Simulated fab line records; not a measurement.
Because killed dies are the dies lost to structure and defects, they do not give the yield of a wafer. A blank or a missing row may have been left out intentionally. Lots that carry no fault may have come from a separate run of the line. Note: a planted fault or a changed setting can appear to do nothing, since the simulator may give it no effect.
Matching of chambers || flow n5-finfet || rie-diel-01 running N5_BEOL_M5_DESCUM_33: 4 sister chambers
The step chemistry O2, time 7 s. 8 wafers are shown with their chamber, then 8 later ones without.

WAFERS PAIRED WITH THEIR CHAMBERS
{"wafer": "L085.2", "chamber": 3, "showerhead-plenum-p-Torr (Torr)": 2.08, "throttle-valve-pct (%)": 20.50}
{"wafer": "L088.3", "chamber": 0, "showerhead-plenum-p-Torr (Torr)": 2.08, "throttle-valve-pct (%)": 20.55}
{"wafer": "L088.5", "chamber": 1, "showerhead-plenum-p-Torr (Torr)": 2.07, "throttle-valve-pct (%)": 20.59}
{"wafer": "L088.6", "chamber": 2, "showerhead-plenum-p-Torr (Torr)": 1.99, "throttle-valve-pct (%)": 20.36}
{"wafer": "L091.1", "chamber": 1, "showerhead-plenum-p-Torr (Torr)": 2.07, "throttle-valve-pct (%)": 20.61}
{"wafer": "L091.2", "chamber": 3, "showerhead-plenum-p-Torr (Torr)": 2.07, "throttle-valve-pct (%)": 20.52}
{"wafer": "L091.6", "chamber": 2, "showerhead-plenum-p-Torr (Torr)": 1.98, "throttle-valve-pct (%)": 20.36}
{"wafer": "L093.1", "chamber": 0, "showerhead-plenum-p-Torr (Torr)": 2.08, "throttle-valve-pct (%)": 20.06}

WAFERS MISSING THEIR CHAMBER
{"wafer": "L093.2", "showerhead-plenum-p-Torr (Torr)": 2.07, "throttle-valve-pct (%)": 20.52}
{"wafer": "L093.3", "showerhead-plenum-p-Torr (Torr)": 1.98, "throttle-valve-pct (%)": 20.37}
{"wafer": "L095.1", "showerhead-plenum-p-Torr (Torr)": 2.06, "throttle-valve-pct (%)": 20.61}
{"wafer": "L095.3", "showerhead-plenum-p-Torr (Torr)": 2.07, "throttle-valve-pct (%)": 20.54}
{"wafer": "L095.6", "showerhead-plenum-p-Torr (Torr)": 1.98, "throttle-valve-pct (%)": 20.37}
{"wafer": "L097.1", "showerhead-plenum-p-Torr (Torr)": 2.08, "throttle-valve-pct (%)": 20.09}
{"wafer": "L097.3", "showerhead-plenum-p-Torr (Torr)": 1.98, "throttle-valve-pct (%)": 20.36}
{"wafer": "L097.6", "showerhead-plenum-p-Torr (Torr)": 2.07, "throttle-valve-pct (%)": 20.55}

WHICH CHAMBER EACH WENT THROUGH
{"wafer": "L093.2", "from the rows above": "can't be placed: 1 or 3 or 0", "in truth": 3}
{"wafer": "L093.3", "from the rows above": 2, "in truth": 2}
{"wafer": "L095.1", "from the rows above": "can't be placed: 1 or 3", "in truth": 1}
{"wafer": "L095.3", "from the rows above": "can't be placed: 1 or 3", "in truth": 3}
{"wafer": "L095.6", "from the rows above": 2, "in truth": 2}
{"wafer": "L097.1", "from the rows above": "can't be placed: 0 or 3", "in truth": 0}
{"wafer": "L097.3", "from the rows above": 2, "in truth": 2}
{"wafer": "L097.6", "from the rows above": "can't be placed: 1 or 3", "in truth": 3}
Correct placement for 3 of the 8. Not placeable from these rows: 5 (in 5, the candidates include the true chamber). Wrongly placed: 0.
How it was worked out, from the rows above alone: a wafer's distance from a chamber is the root of the sum, over the readings, of the square of ((its reading less the chamber's mean) divided by the reading's scatter). The wafer belongs to the nearest chamber; if the next one is less than 2 further off, it can't be placed. A chamber's mean is the mean of its shown wafers. The scatter: the root of (the sum of the squares of (reading less its chamber's mean) over the shown wafers, divided by (wafers less chambers)).
